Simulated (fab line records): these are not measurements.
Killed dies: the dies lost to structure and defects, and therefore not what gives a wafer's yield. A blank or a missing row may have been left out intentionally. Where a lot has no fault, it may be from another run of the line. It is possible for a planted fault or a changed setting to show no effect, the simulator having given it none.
Struck lot and sound lot, side by side || flow n5 finfet || 15 steps out of a route of 1938
Sound: these wafers, L174.1, L174.3, L174.6. Struck: wafer L169.4; the same lot's L169.2 was not struck, so it is left out; see the end for the cause.
Per side, at each step with rows, come the tool, then ch with its chambers, and then its first start. Under that, the readings that differ: sound wafers || struck wafers || difference of the means || sigmas: that difference in standard deviations of wafers without a fault.
alike: a reading whose means differ by less than 2 such deviations, as well as words and numbers matching on both sides. not compared: withheld readings; readings where some wafer has no value; bounds like >300 that might hide an equal value; numbers whose values overlap and for which the record gives no deviation.
The two part at a step that has a row with sigmas, a row that says differs or no value, or rows on one side only. Numbers that don't overlap but have no deviation are shown without sigmas and don't part them. A reading that every wafer of one side lacks parts them only if that side has two wafers or more.

first, 2 steps without rows for these wafers: N5_BEOL_M13_TRENCH_ETCH_34 (etches SiOC in C4F8/O2/Ar, target depth 413.47 nm, time 162.6 s); N5_BEOL_M13_STRIP_70 (strips in C4F8/O2/Ar).
N5_BEOL_M13_OCD_MEAS_35:
  struck on ocd-01, day 15 13:50; sound on ocd-01, day 16 13:25
  alike: trench depth nm
then, 1 step without rows for these wafers: N5_BEOL_M13_STRIP_37 (strips in N2/H2).
N5_BEOL_M13_ETCH_38: etches SiCN in CF4/N2, target depth 67.5 nm, time 71.9 s.
  sound on rie diel-03 ch 0,1,2, day 16 15:34; struck on rie diel-02 ch 1, day 15 15:19
  alike: drypump motor current A, oes product au, rf vpp V, showerhead plenum p Torr, throttle valve pct
  not compared: rf hours counter h
then, 3 steps without rows for these wafers: N5_BEOL_M13_PRECLEAN_39 (cleans in residue remover, time 60 s); N5_BEOL_M13_SRD_40 (time 30 s, dry time 30 s); N5_BEOL_M13_DEGAS_41 (time 60 s).
N5_BEOL_M13_PRE_CLEAN_42: time 30 s.
  struck on pvd sputter-03, day 15 15:57; sound on pvd sputter-02, day 16 15:57
{"reading": "heater power w (W)", "sound": "326 333 314", "struck": 385, "difference": "+61", "sigmas": "+2"}
N5_BEOL_M13_SPUTTER_43: material TaN, target thk 15 nm, time 24.19 s.
  struck on pvd sputter-03, day 15 15:59; sound on pvd sputter-02, day 16 15:59
  alike: chamber pressure pa, throttle valve pct
N5_BEOL_M13_SPUTTER_44: material Ta, target thk 10 nm, time 16.13 s.
  struck on pvd sputter-03, day 15 16:04; sound on pvd sputter-02, day 16 16:04
  alike: chamber pressure pa, throttle valve pct
then, 1 step without rows for these wafers: N5_BEOL_M13_SPUTTER_45 (material Cu, target thk 80 nm, time 13.33 s).
N5_BEOL_M13_ECD_47: material Cu, target thk 936 nm.
  sound on ecd cu-01 ch 0,1, day 16 16:24; struck on ecd cu-02 ch 0, day 15 16:16
{"reading": "model.Cu_of_BEOL_M13_ECD_47.thk nm (nm)", "sound": "925.2 934.8 939", "struck": 574.2, "difference": -358.8, "sigmas": ""}
N5_BEOL_M13_ANNEAL_48: time 90 s.
  sound on rtp anneal-02 ch 0, day 16 16:54; struck on rtp anneal-02 ch 0, day 15 16:32
  alike: wafer_temp_C_max
N5_PASSIVATION_PROBE_49:
  record: rows for the struck wafers here (prober-02, day 16 18:02), none for the sound ones

## WHERE THEY PART
Earliest at N5_BEOL_M13_PRE_CLEAN_42; latest, in this record, at N5_PASSIVATION_PROBE_49.

WHY: what the simulator had put in
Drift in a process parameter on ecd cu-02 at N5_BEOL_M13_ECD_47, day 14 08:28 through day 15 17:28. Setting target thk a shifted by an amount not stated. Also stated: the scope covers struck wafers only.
